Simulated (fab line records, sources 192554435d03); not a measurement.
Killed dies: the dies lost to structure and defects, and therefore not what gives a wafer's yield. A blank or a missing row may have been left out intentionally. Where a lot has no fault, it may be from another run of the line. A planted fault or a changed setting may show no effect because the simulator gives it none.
The tool behind it: which one? :: flow n5-finfet :: 12 lots, 33 wafers sampled, at 5 steps of a route of 1938

WHAT THE GAUGES READ, wafer by wafer
The record lacks any reading of a measuring or inspecting step that a usual standard deviation could be used to judge.

WHICH TOOL RAN EACH LOT (tool, then ch and the chambers of the sampled wafers, then the start)
lot: L160
N5_BEOL_M5_SURFACE_TREAT_87: pvd-sputter-01, day 7 19:40
N5_BEOL_M5_SPUTTER_90: pvd-sputter-01, day 8 00:14
N5_BEOL_M5_CO_CAP_78: cvd-co-01 ch 0,1, day 8 01:06
N5_BEOL_M6_CURE_74: uv-cure-03 ch 2, day 8 01:29
N5_PASSIVATION_PROBE_49: -

lot: L161
N5_BEOL_M5_SURFACE_TREAT_87: pvd-sputter-02, day 7 23:41
N5_BEOL_M5_SPUTTER_90: pvd-sputter-02, day 8 04:22
N5_BEOL_M5_CO_CAP_78: cvd-co-01 ch 0,1,2, day 8 05:14
N5_BEOL_M6_CURE_74: uv-cure-03 ch 0, day 8 05:43
N5_PASSIVATION_PROBE_49: -

lot: L164
N5_BEOL_M5_SURFACE_TREAT_87: pvd-sputter-03, day 8 22:49
N5_BEOL_M5_SPUTTER_90: pvd-sputter-03, day 9 03:28
N5_BEOL_M5_CO_CAP_78: cvd-co-02 ch 0,1,2, day 9 04:37
N5_BEOL_M6_CURE_74: uv-cure-02 ch 1, day 9 04:56
N5_PASSIVATION_PROBE_49: -

lot: L165
N5_BEOL_M5_SURFACE_TREAT_87: pvd-sputter-01, day 9 03:23
N5_BEOL_M5_SPUTTER_90: pvd-sputter-03, day 9 08:04
N5_BEOL_M5_CO_CAP_78: cvd-co-02 ch 0,1,2, day 9 08:56
N5_BEOL_M6_CURE_74: uv-cure-01 ch 0, day 9 09:25
N5_PASSIVATION_PROBE_49: -

lot: L166
N5_BEOL_M5_SURFACE_TREAT_87: pvd-sputter-01, day 9 08:49
N5_BEOL_M5_SPUTTER_90: pvd-sputter-01, day 9 13:38
N5_BEOL_M5_CO_CAP_78: cvd-co-02 ch 0,1,2, day 9 15:16
N5_BEOL_M6_CURE_74: uv-cure-02 ch 0, day 9 15:35
N5_PASSIVATION_PROBE_49: -

lot: L167
N5_BEOL_M5_SURFACE_TREAT_87: pvd-sputter-02, day 9 17:08
N5_BEOL_M5_SPUTTER_90: pvd-sputter-02, day 9 21:42
N5_BEOL_M5_CO_CAP_78: cvd-co-01 ch 0,1, day 9 22:37
N5_BEOL_M6_CURE_74: uv-cure-03 ch 1, day 10 00:36
N5_PASSIVATION_PROBE_49: -

lot: L170
N5_BEOL_M5_SURFACE_TREAT_87: pvd-sputter-01, day 10 03:04
N5_BEOL_M5_SPUTTER_90: pvd-sputter-03, day 10 07:47
N5_BEOL_M5_CO_CAP_78: cvd-co-02 ch 0,1, day 10 09:10
N5_BEOL_M6_CURE_74: uv-cure-03 ch 0, day 10 09:42
N5_PASSIVATION_PROBE_49: -

lot: L172
N5_BEOL_M5_SURFACE_TREAT_87: pvd-sputter-02, day 10 22:22
N5_BEOL_M5_SPUTTER_90: pvd-sputter-02, day 11 03:01
N5_BEOL_M5_CO_CAP_78: cvd-co-02 ch 1,2, day 11 04:11
N5_BEOL_M6_CURE_74: uv-cure-03 ch 1, day 11 04:30
N5_PASSIVATION_PROBE_49: prober-01, day 14 15:27

lot: L176
N5_BEOL_M5_SURFACE_TREAT_87: pvd-sputter-01, day 11 12:47
N5_BEOL_M5_SPUTTER_90: pvd-sputter-01, day 11 17:22
N5_BEOL_M5_CO_CAP_78: cvd-co-01 ch 0,1, day 11 18:14
N5_BEOL_M6_CURE_74: uv-cure-03 ch 1, day 11 18:33
N5_PASSIVATION_PROBE_49: -

lot: L175
N5_BEOL_M5_SURFACE_TREAT_87: pvd-sputter-02, day 11 23:04
N5_BEOL_M5_SPUTTER_90: pvd-sputter-02, day 12 03:44
N5_BEOL_M5_CO_CAP_78: cvd-co-01 ch 0,1, day 12 05:25
N5_BEOL_M6_CURE_74: uv-cure-02 ch 1, day 12 05:44
N5_PASSIVATION_PROBE_49: -

lot: L182
N5_BEOL_M5_SURFACE_TREAT_87: pvd-sputter-03, day 13 13:02
N5_BEOL_M5_SPUTTER_90: pvd-sputter-01, day 13 17:42
N5_BEOL_M5_CO_CAP_78: cvd-co-02 ch 0,1, day 13 18:35
N5_BEOL_M6_CURE_74: uv-cure-01 ch 1, day 13 18:59
N5_PASSIVATION_PROBE_49: -

lot: L183
N5_BEOL_M5_SURFACE_TREAT_87: pvd-sputter-03, day 14 03:14
N5_BEOL_M5_SPUTTER_90: pvd-sputter-02, day 14 07:47
N5_BEOL_M5_CO_CAP_78: cvd-co-01 ch 0,2, day 14 08:42
N5_BEOL_M6_CURE_74: uv-cure-01 ch 2, day 14 09:07
N5_PASSIVATION_PROBE_49: -
- N5_BEOL_M5_SURFACE_TREAT_87
- N5_BEOL_M5_SPUTTER_90: material Cu, target thk 4.5 nm, time 8.29 s.
- N5_BEOL_M5_CO_CAP_78: material Co, precursor CCTBA/H2, target thk 2 nm, time 102.1 s.
- N5_BEOL_M6_CURE_74: cures SiCOH lowk, time 240 s.
- N5_PASSIVATION_PROBE_49

WHAT THE TOOLS THEMSELVES READ (means of the sampled wafers that have a number; where no wafer has one, the mark that the record gives instead)
N5_BEOL_M5_SPUTTER_90.
lot: L160
tool: pvd-sputter-01
chuck-sensor-temp-C (C): -16.1
throttle-valve-pct (%): 29.1

lot: L161
tool: pvd-sputter-02
chuck-sensor-temp-C (C): -15.8
throttle-valve-pct (%): 28.7

lot: L164
tool: pvd-sputter-03
chuck-sensor-temp-C (C): -15.6
throttle-valve-pct (%): 30.2

lot: L165
tool: pvd-sputter-03
chuck-sensor-temp-C (C): -15.4
throttle-valve-pct (%): 30.3

lot: L166
tool: pvd-sputter-01
chuck-sensor-temp-C (C): -16.3
throttle-valve-pct (%): 28.7

lot: L167
tool: pvd-sputter-02
chuck-sensor-temp-C (C): -16.2
throttle-valve-pct (%): 29.9

lot: L170
tool: pvd-sputter-03
chuck-sensor-temp-C (C): -15.6
throttle-valve-pct (%): 29.2

lot: L172
tool: pvd-sputter-02
chuck-sensor-temp-C (C): -15.9
throttle-valve-pct (%): 29.4

lot: L176
tool: pvd-sputter-01
chuck-sensor-temp-C (C): -16.3
throttle-valve-pct (%): 29.1

lot: L175
tool: pvd-sputter-02
chuck-sensor-temp-C (C): -15.8
throttle-valve-pct (%): 29.3

lot: L182
tool: pvd-sputter-01
chuck-sensor-temp-C (C): -16.3
throttle-valve-pct (%): 29.0

lot: L183
tool: pvd-sputter-02
chuck-sensor-temp-C (C): -15.5
throttle-valve-pct (%): 28.7

N5_BEOL_M5_CO_CAP_78.
lot: L160
tool: cvd-co-01
heater-power-w (W): 204
run-length-s (s): 125.5

lot: L161
tool: cvd-co-01
heater-power-w (W): 213
run-length-s (s): 125.4

lot: L164
tool: cvd-co-02
heater-power-w (W): 232
run-length-s (s): 124.7

lot: L165
tool: cvd-co-02
heater-power-w (W): 233
run-length-s (s): 124.9

lot: L166
tool: cvd-co-02
heater-power-w (W): 233
run-length-s (s): 124.7

lot: L167
tool: cvd-co-01
heater-power-w (W): 204
run-length-s (s): 125.2

lot: L170
tool: cvd-co-02
heater-power-w (W): 234
run-length-s (s): 145.8

lot: L172
tool: cvd-co-02
heater-power-w (W): 237
run-length-s (s): 138.8

lot: L176
tool: cvd-co-01
heater-power-w (W): 202
run-length-s (s): 125.8

lot: L175
tool: cvd-co-01
heater-power-w (W): 205
run-length-s (s): 125.5

lot: L182
tool: cvd-co-02
heater-power-w (W): 234
run-length-s (s): 124.3

lot: L183
tool: cvd-co-01
heater-power-w (W): 222
run-length-s (s): 124.9

N5_BEOL_M6_CURE_74.
lot: L160
tool: uv-cure-03
lamp-power-pct (%): 52.28
wafer_temp_C_max: 388.5

lot: L161
tool: uv-cure-03
lamp-power-pct (%): 52.34
wafer_temp_C_max: 387.1

lot: L164
tool: uv-cure-02
lamp-power-pct (%): 52.31
wafer_temp_C_max: 386.4

lot: L165
tool: uv-cure-01
lamp-power-pct (%): 52.33
wafer_temp_C_max: 385.8

lot: L166
tool: uv-cure-02
lamp-power-pct (%): 52.28
wafer_temp_C_max: 386.3

lot: L167
tool: uv-cure-03
lamp-power-pct (%): 52.30
wafer_temp_C_max: 387.4

lot: L170
tool: uv-cure-03
lamp-power-pct (%): 52.34
wafer_temp_C_max: 386.8

lot: L172
tool: uv-cure-03
lamp-power-pct (%): 52.30
wafer_temp_C_max: 387.5

lot: L176
tool: uv-cure-03
lamp-power-pct (%): 52.36
wafer_temp_C_max: 387.3

lot: L175
tool: uv-cure-02
lamp-power-pct (%): 52.37
wafer_temp_C_max: 385.9

lot: L182
tool: uv-cure-01
lamp-power-pct (%): 52.36
wafer_temp_C_max: 385.8

lot: L183
tool: uv-cure-01
lamp-power-pct (%): 52.28
wafer_temp_C_max: 387.9

N5_PASSIVATION_PROBE_49.
lot: L172
tool: prober-01
defect-limited-yield (%): 91.8
killed_at_M0_to_M3: 26
killed_at_M4_up: 12
killed-at-contacts: 10
killed-at-front-end: 45
killed-at-other: 4.0
killed-dies: 97
killed-open: 62
killed-short: 34
sort_bin_4_leakage (%): 0.00
sort_bin_5_function (%): 5.0
sort_bin_6_memory (%): 2.7
sort_bin_8_speed (%): 0.00
sort-n-pass: 1083
sort-yield-pct (%): 91.8

THE ANSWER, worked out from the rows above alone
Rule: the lots themselves supply what counts as usual. The widest of any qualifying gaps counts: lots, ordered by their means at a reading, are off when they make up no more than a third of the lots, leave a main group of 4 or more, and stand apart from it by 3 or more times the standard deviation of that group's means. The tables above print the reading to a certain number of digits; a main group whose means all agree to those digits is not used. A lot without any number at a reading at which 4 lots or more have one is off too. Where the step has rows for the other lots, those lots are counted as sound. After the gauges, taken in route order, come the tools' own readings; for these a lot's mean is taken, as printed above. At the first step where some lot is off, the reading lying furthest off is the one used; lots without a number count as furthest.
Off at N5_BEOL_M5_CO_CAP_78 (run-length-s): L170, L172. The main group: mean 125.1 s, standard deviation 0.44.
If a tool, at that step or one of the process steps before it, ran each lot that is off and ran no sound lot following the first of them, it fits. None of those tried fits.

WHAT THE SIMULATOR HAD INSERTED
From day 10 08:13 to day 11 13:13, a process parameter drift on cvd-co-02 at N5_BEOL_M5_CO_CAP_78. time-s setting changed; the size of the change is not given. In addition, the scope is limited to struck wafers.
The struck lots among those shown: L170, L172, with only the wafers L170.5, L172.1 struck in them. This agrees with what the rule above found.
